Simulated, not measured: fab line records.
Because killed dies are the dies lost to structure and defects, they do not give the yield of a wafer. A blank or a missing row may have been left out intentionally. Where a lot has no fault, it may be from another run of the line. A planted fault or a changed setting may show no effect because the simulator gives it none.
Chamber matching | flow n5_finfet | N5_MIM_BOT_ETCH_ETCH_04 on rie_diel-06 has 4 sister chambers
The step etches SiNx in CF4/O2, target depth 26 nm, time 13 s. 14 wafers are shown with their chamber, then 7 later ones without.

WAFERS WITH THEIR CHAMBER
wafer  | chamber | showerhead_plenum_p_Torr (Torr) | throttle_valve_pct (%) | drypump_motor_current_A (A)
L769.2 | 3       | 2.18                            | 16.46                  | 5.7
L769.5 | 0       | 2.28                            | 16.08                  | 5.2
L769.6 | 1       | 2.32                            | 15.78                  | 6.1
L778.3 | 0       | 2.28                            | 16.11                  | 5.1
L778.4 | 1       | 2.32                            | 15.82                  | 6.0
L778.5 | 2       | 2.25                            | 15.87                  | 5.5
L779.1 | 3       | 2.17                            | 16.52                  | 5.7
L779.4 | 1       | 2.32                            | 15.81                  | 6.1
L779.5 | 0       | 2.28                            | 16.12                  | 5.1
L782.2 | 2       | 2.24                            | 15.89                  | 5.5
L782.3 | 1       | 2.32                            | 15.83                  | 6.0
L782.5 | 3       | 2.17                            | 16.51                  | 5.7
L781.3 | 1       | 2.32                            | 15.82                  | 6.0
L781.4 | 0       | 2.28                            | 16.13                  | 5.1

SIGNATURES (averages over the wafers above)
reading                  | chamber 0 | chamber 1 | chamber 2 | chamber 3 | scatter within a chamber
showerhead_plenum_p_Torr | 2.2800    | 2.3200    | 2.2450    | 2.1733    | 0.00342
throttle_valve_pct       | 16.1100   | 15.8120   | 15.8800   | 16.4967   | 0.0227
drypump_motor_current_A  | 5.125     | 6.040     | 5.500     | 5.700     | 0.0442
Rule: for a wafer and a chamber, the distance is found by dividing, reading by reading, the gap between the wafer's reading and the chamber's mean by the reading's scatter, squaring, summing and taking the root. If the next closest chamber is less than 2 further off than the closest, the wafer can't be placed; otherwise it belongs to the closest. The scatter: the root of (the sum of the squares of (reading less its chamber's mean) over the shown wafers, divided by (wafers less chambers)).

WAFERS WITH NO CHAMBER GIVEN
wafer  | showerhead_plenum_p_Torr (Torr) | throttle_valve_pct (%) | drypump_motor_current_A (A)
L781.6 | 2.24                            | 15.88                  | 5.5
L785.1 | 2.24                            | 15.90                  | 5.5
L785.3 | 2.31                            | 15.84                  | 6.0
L785.4 | 2.27                            | 16.13                  | 5.1
L791.1 | 2.27                            | 16.18                  | 5.1
L791.2 | 2.31                            | 15.89                  | 6.0
L791.6 | 2.17                            | 16.06                  | 5.7

THE CHAMBER EACH PASSED THROUGH
wafer  | from the rows above | in truth
L781.6 | 2                   | 2
L785.1 | 2                   | 2
L785.3 | 1                   | 1
L785.4 | 0                   | 0
L791.1 | 0                   | 0
L791.2 | 1                   | 1
L791.6 | 3                   | 3
7 of 7 placed correctly. Number that these rows cannot place: 0. Wrongly placed: 0.
